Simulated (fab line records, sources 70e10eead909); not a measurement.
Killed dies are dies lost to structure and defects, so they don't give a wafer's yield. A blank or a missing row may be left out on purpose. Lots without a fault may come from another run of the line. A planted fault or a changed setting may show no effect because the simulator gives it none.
fab line records | flow nand_harc
record lots=14 wafers=42 last_day=28
route steps=1159 shown THIN_TSV@1119
lots that met no fault: from a run of the same line without faults
start_h: hours from the record's first day to the start of the lot's first wafer shown | wait_h: hours since the lot's step before | " the same as in the row above | L1.1+2: a row that stands for several wafers | - no value, or no start given | * or withheld: withheld | < > ~ a bound
route shown NAME@n: a module of which the file shows steps, and the number in the route of the first | usual: mean/standard deviation of fault-free wafers | same: alike in all rows | chamber/n: place in a boat | sites: the reading at each site | _std_site: their standard deviation | _edge_site: outer sites' mean less inner sites' | radius_mm: how far each site lies from the wafer's centre | mask NAME#n: copy n | behind: the tool/chamber that last shaped the wafer | hold: why the lot was held/for how many hours/how that ended | device: the transistor (n, p or np) that didn't switch | end of line: the same wafers' tests at the end of the route | a step without rows: its recipe alone | killed: dies lost to structure and defects at the first sort, not the wafer's yield | map: a wafer's dies, x killed, . not, _ none there
set.NAME: the setting as run; set.NAME@STEP: as run at that earlier step | model.NAME: the simulator's own value behind a step, which no gauge read
steps of the route over a sample of lots; a table a step, a row a wafer
services: from which hour (start_h, from the record's first day; less than 0 if before it) a tool's chamber was out of use, for how many hours, and why
## steps
# step NHARC_THIN_TSV_ETCH_44
# recipe target_depth_a=15942 time_s=797.1 cf4_flow_sccm=150 o2_flow_sccm=10 ar_flow_sccm=0 rf_w=300 bias_w=800 chemistry=CF4/O2
# usual drypump_motor_current_A=5.7/0.55 oes_product_au=1.003/0.0081 rf_vpp_V=795/4.7 showerhead_plenum_p_Torr=1.84/0.075 throttle_valve_pct=16.915/0.0085
# columns lot.wafer tool chamber start_h wait_h drypump_motor_current_A oes_product_au rf_hours_counter_h rf_vpp_V showerhead_plenum_p_Torr throttle_valve_pct
L533.1 rie_diel-03 0 557.23 0.1 4.7 0.987 10 800 1.93 16.908
L533.5 " 3 " " 5.0 1.008 - 789 1.74 16.925
L533.6 " 0 " " 4.7 0.989 - 800 1.94 16.924
L537.1 rie_diel-08 3 558.37 0.1 5.9 1.013 5 792 1.80 16.909
L537.3 " 1 " " 5.4 0.996 5 799 1.93 16.897
L537.6 " 0 " " 5.5 1.005 - 796 1.86 16.909
L535.1 rie_diel-03 0 561.23 0.1 4.7 0.999 11 800 1.93 16.921
L535.2 " 1 " " 6.1 1.019 11 790 1.76 16.925
L535.6 " 0 " " 4.7 1.009 - 800 1.93 16.907
L534.2 rie_diel-08 2 562.49 0.2 5.9 0.994 6 790 1.77 16.915
L534.1 " 3 " " 5.8 1.006 6 792 1.79 16.915
L534.5 " 1 " " 5.3 1.001 - 801 1.93 16.923
L543.4 rie_diel-12 2 576.12 0.2 5.3 1.002 1 791 1.76 16.908
L543.2 " 3 " " 5.9 1.000 1 801 1.95 16.915
L543.5 " 0 " " 5.4 1.014 - 790 1.78 16.921
L540.2 rie_diel-12 0 577.25 0.1 5.4 1.002 2 791 1.78 16.929
L540.3 " 2 " " 5.3 1.002 1 789 1.76 16.929
L540.6 " 0 " " 5.4 1.007 - 792 1.78 16.907
L546.1 rie_diel-12 1 580.15 0.1 6.4 1.004 2 797 1.87 16.905
L546.2 " 2 " " 5.3 0.897 2 792 1.76 16.927
L546.6 " 2 " " 5.3 0.916 - 791 1.76 16.914
L547.4 rie_diel-08 3 603.67 0.1 5.8 1.005 10 793 1.79 16.926
L547.2 " 0 " " 5.5 0.998 10 797 1.86 16.911
L547.1 " 1 " " 5.3 0.988 9 801 1.93 16.912
L548.4 rie_diel-03 2 604.83 0.1 6.8 0.991 0 799 1.93 16.920
L548.2 " 3 " " 5.1 1.002 1 788 1.74 16.919
L548.5 " 2 " " 6.8 0.988 - 801 1.93 16.915
L544.1 rie_diel-12 1 606.05 0.1 6.3 1.007 5 797 1.87 16.901
L544.2 " 2 " " 5.3 0.900 5 789 1.76 16.920
L544.6 " 0 " " 5.4 0.992 - 789 1.78 16.919
L552.2 rie_diel-08 3 607.35 0.2 5.9 1.019 11 791 1.79 16.908
L552.1 " 0 " " 5.5 1.008 11 796 1.86 16.931
L552.6 " 1 " " 5.3 1.005 - 800 1.93 16.921
L553.1 rie_diel-03 1 612.62 0.4 6.1 0.998 3 791 1.76 16.915
L553.3 " 2 " " 6.8 1.001 2 800 1.93 16.919
L553.6 " 2 " " 6.8 1.002 - 800 1.93 16.911
L549.1 rie_diel-08 2 617.20 0.2 5.9 0.988 11 791 1.77 16.909
L549.2 " 3 " " 5.9 1.017 12 792 1.79 16.893
L549.6 " 0 " " 5.5 1.001 - 795 1.86 16.918
L556.2 rie_diel-03 3 636.81 0.1 5.0 1.009 4 788 1.74 16.907
L556.1 " 0 " " 4.7 0.995 5 800 1.93 16.906
L556.6 " 2 " " 6.8 0.991 - 802 1.92 16.904
# step NHARC_THIN_TSV_DEP_47
# recipe target_thk_a=2000 temp_c=withheld pressure_torr=6.5 rf_w=900 teos_flow_sccm=161.4 flow_sccm=2650 target_thk_nm=200 gas=O2 material=SiO2
# usual chamber_pressure_Torr=6.501/0.015 throttle_valve_pct=15.8/0.53
# columns lot.wafer tool chamber start_h wait_h chamber_pressure_Torr throttle_valve_pct
L533.1 pecvd-01 2 558.82 - 6.491 16.1
L533.5 " 2 " " 6.489 16.1
L533.6 " 0 " " 6.484 16.8
L537.3 pecvd-01 0 560.53 - 6.523 16.6
L537.1 " 1 " " 6.500 16.1
L537.6 " 2 " " 6.524 15.9
L535.1 pecvd-01 2 562.83 - 6.507 15.9
L535.2 " 0 " " 6.501 16.6
L535.6 " 0 " " 6.493 16.5
L534.1 pecvd-01 2 563.98 - 6.507 16.3
L534.2 " 0 " " 6.493 16.7
L534.5 " 2 " " 6.478 16.0
L543.2 pecvd-04 2 577.68 - 6.488 16.4
L543.4 " 0 " " 6.504 15.7
L543.5 " 1 " " 6.482 15.7
L540.3 pecvd-04 1 578.83 - 6.506 15.7
L540.2 " 2 " " 6.498 16.5
L540.6 " 0 " " 6.473 15.3
L546.2 pecvd-01 0 581.74 - 6.491 16.9
L546.1 " 1 " " 6.509 16.2
L546.6 " 2 " " 6.504 16.0
L547.1 pecvd-04 0 605.32 - 6.497 15.5
L547.2 " 1 " " 6.490 15.6
L547.4 " 2 " " 6.491 16.5
L548.2 pecvd-04 2 606.47 - 6.493 16.7
L548.5 " 1 " " 6.525 15.7
L548.4 " 2 " " 6.487 16.3
L544.1 pecvd-04 0 607.71 - 6.518 15.6
L544.2 " 1 " " 6.503 15.6
L544.6 " 0 " " 6.504 15.5
L552.1 pecvd-03 2 608.84 - 6.509 15.5
L552.2 " 1 " " 6.528 14.9
L552.6 " 0 " " 6.476 15.0
L553.1 pecvd-03 2 614.27 - 6.502 15.7
L553.3 " 0 " " 6.532 15.0
L553.6 " 2 " " 6.496 15.5
L549.2 pecvd-03 0 618.68 - 6.501 15.2
L549.1 " 1 " " 6.523 15.2
L549.6 " 1 " " 6.499 15.1
L556.2 pecvd-04 1 638.44 - 6.499 15.9
L556.1 " 2 " " 6.507 16.6
L556.6 " 2 " " 6.499 16.6
# step NHARC_THIN_TSV_STRIP_62
# recipe power_w=1500 temp_c=250 time_s=20 chemistry=N2/H2
# usual drypump_motor_current_A=5.60/0.29 heater_power_w=313/26
# columns lot.wafer tool chamber start_h wait_h drypump_motor_current_A heater_power_w rf_hours_counter_h
L533.1 plasma_asher-01 1 559.96 - 5.61 283 30
L533.5 " 1 " " 5.62 285 -
L533.6 " 0 " " 5.29 323 -
L537.1 plasma_asher-02 0 561.28 - 5.77 362 5
L537.3 " 0 " " 5.76 361 -
L537.6 " 1 " " 6.12 304 -
L535.1 plasma_asher-01 1 563.61 - 5.63 285 30
L535.2 " 0 " " 5.29 325 30
L535.6 " 0 " " 5.28 325 -
L534.2 plasma_asher-01 1 564.74 - 5.63 284 31
L534.1 " 0 " " 5.29 316 31
L534.5 " 1 " " 5.63 284 -
L543.2 plasma_asher-01 0 578.35 - 5.26 322 36
L543.4 " 1 " " 5.62 290 -
L543.5 " 1 " " 5.62 285 -
L540.2 plasma_asher-01 1 579.55 - 5.62 290 36
L540.3 " 0 " " 5.29 328 -
L540.6 " 0 " " 5.27 323 -
L546.2 plasma_asher-02 1 582.50 - 6.17 310 12
L546.1 " 0 " " 5.77 362 12
L546.6 " 0 " " 5.77 348 -
L547.1 plasma_asher-01 1 606.04 - 5.64 294 46
L547.2 " 0 " " 5.26 327 46
L547.4 " 1 " " 5.61 288 -
L548.2 plasma_asher-02 1 607.20 - 6.19 312 21
L548.4 " 0 " " 5.78 354 -
L548.5 " 1 " " 6.23 304 -
L544.1 plasma_asher-02 0 608.60 - 5.77 368 22
L544.2 " 1 " " 6.15 312 22
L544.6 " 1 " " 6.14 305 -
L552.1 plasma_asher-01 0 609.60 - 5.29 312 48
L552.2 " 1 " " 5.63 288 48
L552.6 " 0 " " 5.30 329 -
L553.1 plasma_asher-01 0 614.98 - 5.31 326 49
L553.3 " 0 " " 5.31 329 -
L553.6 " 1 " " 5.60 286 -
L549.2 plasma_asher-02 0 619.44 - 5.78 361 25
L549.1 " 1 " " 6.16 316 25
L549.6 " 1 " " 6.13 314 -
L556.2 plasma_asher-01 1 639.22 - 5.65 275 0
L556.1 " 0 " " 5.28 306 0
L556.6 " 0 " " 5.29 322 -
# step NHARC_THIN_TSV_ANNEAL_52
# recipe temp_c=225 time_s=90
# usual wafer_temp_C_max=226.1/0.32
# columns lot.wafer tool chamber start_h wait_h wafer_temp_C_max
L533.1 rtp_anneal-02 0 561.31 0.6 225.9
L533.5 " 0 " " 226.3
L533.6 " 0 " " 225.7
L537.1 rtp_anneal-02 0 562.77 0.7 225.8
L537.3 " 0 " " 225.7
L537.6 " 0 " " 226.0
L535.1 rtp_anneal-02 0 564.98 0.6 226.6
L535.2 " 0 " " 226.1
L535.6 " 0 " " 226.1
L534.1 rtp_anneal-01 0 566.12 0.6 226.0
L534.2 " 0 " " 226.4
L534.5 " 0 " " 226.3
L543.2 rtp_anneal-02 0 579.76 0.6 226.2
L543.4 " 0 " " 226.0
L543.5 " 0 " " 226.0
L540.2 rtp_anneal-02 0 581.03 0.7 225.5
L540.3 " 0 " " 225.8
L540.6 " 0 " " 225.4
L546.1 rtp_anneal-02 0 584.03 0.7 226.2
L546.2 " 0 " " 226.2
L546.6 " 0 " " 225.9
L547.1 rtp_anneal-02 0 607.40 0.6 226.0
L547.2 " 0 " " 225.9
L547.4 " 0 " " 225.6
L548.2 rtp_anneal-01 0 608.81 0.6 226.7
L548.4 " 0 " " 226.3
L548.5 " 0 " " 226.2
L544.1 rtp_anneal-02 0 609.96 0.6 225.7
L544.2 " 0 " " 225.8
L544.6 " 0 " " 226.0
L552.1 rtp_anneal-02 0 610.97 0.5 225.8
L552.2 " 0 " " 226.2
L552.6 " 0 " " 225.8
L553.1 rtp_anneal-02 0 616.34 0.6 225.8
L553.3 " 0 " " 225.8
L553.6 " 0 " " 226.1
L549.1 rtp_anneal-01 0 620.80 0.5 225.8
L549.2 " 0 " " 226.8
L549.6 " 0 " " 226.1
L556.1 rtp_anneal-02 0 640.61 0.6 225.7
L556.2 " 0 " " 226.2
L556.6 " 0 " " 226.0
## services
# columns tool chamber start_h hours kind
rie_diel-12 0 534.48 11.5 repair
rie_diel-08 0 536.88 - clean
rie_diel-08 1 536.88 - clean
plasma_asher-02 - 537.42 9.0 pm
rie_diel-12 - 556.44 9.0 pm
pecvd-04 - 557.27 13.0 pm
pecvd-04 0 557.27 13.0 vent_cycle
pecvd-04 1 557.27 13.0 vent_cycle
pecvd-04 2 557.27 13.0 vent_cycle
rie_diel-03 - 569.30 9.0 pm
pecvd-04 0 570.27 - clean
pecvd-04 1 570.27 - clean
pecvd-04 2 570.27 - clean
rie_diel-12 - 577.78 0.4 repair
rie_diel-08 2 584.09 5.0 repair
rie_diel-12 3 589.41 4.0 repair
rie_diel-03 2 589.53 3.5 repair
rie_diel-03 1 590.05 3.5 repair
pecvd-01 - 599.40 13.0 pm
plasma_asher-01 - 630.22 9.0 pm
plasma_asher-01 0 630.22 9.0 vent_cycle
plasma_asher-01 1 630.22 9.0 vent_cycle
plasma_asher-01 0 639.22 - clean
plasma_asher-01 1 639.22 - clean
## key
first_sign step=NHARC_THIN_TSV_ETCH_44 reading=oes_product_au direction=down sigmas=12 usual=1.003 struck=0.905
effect none on later readings
met_at NHARC_THIN_TSV_ETCH_44
struck_lots L544,L546
struck_wafers L544.2,L546.2,L546.6
sort_left_out L544.2,L546.2,L546.6
not_acting_at NHARC_THIN_TSV_DEP_47,NHARC_THIN_TSV_STRIP_62,NHARC_THIN_TSV_ANNEAL_52
onset_between 577.25 580.15
fault kind=process_parameter_drift tool=rie_diel-12 chamber=2 onset_h=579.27 steps=NHARC_THIN_TSV_ETCH_44 channel=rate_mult offset=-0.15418 shape=step end_h=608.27
# sort_left_out: the simulated sort isn't trusted on such a fault, so these wafers' sort isn't shown, and their yield isn't known
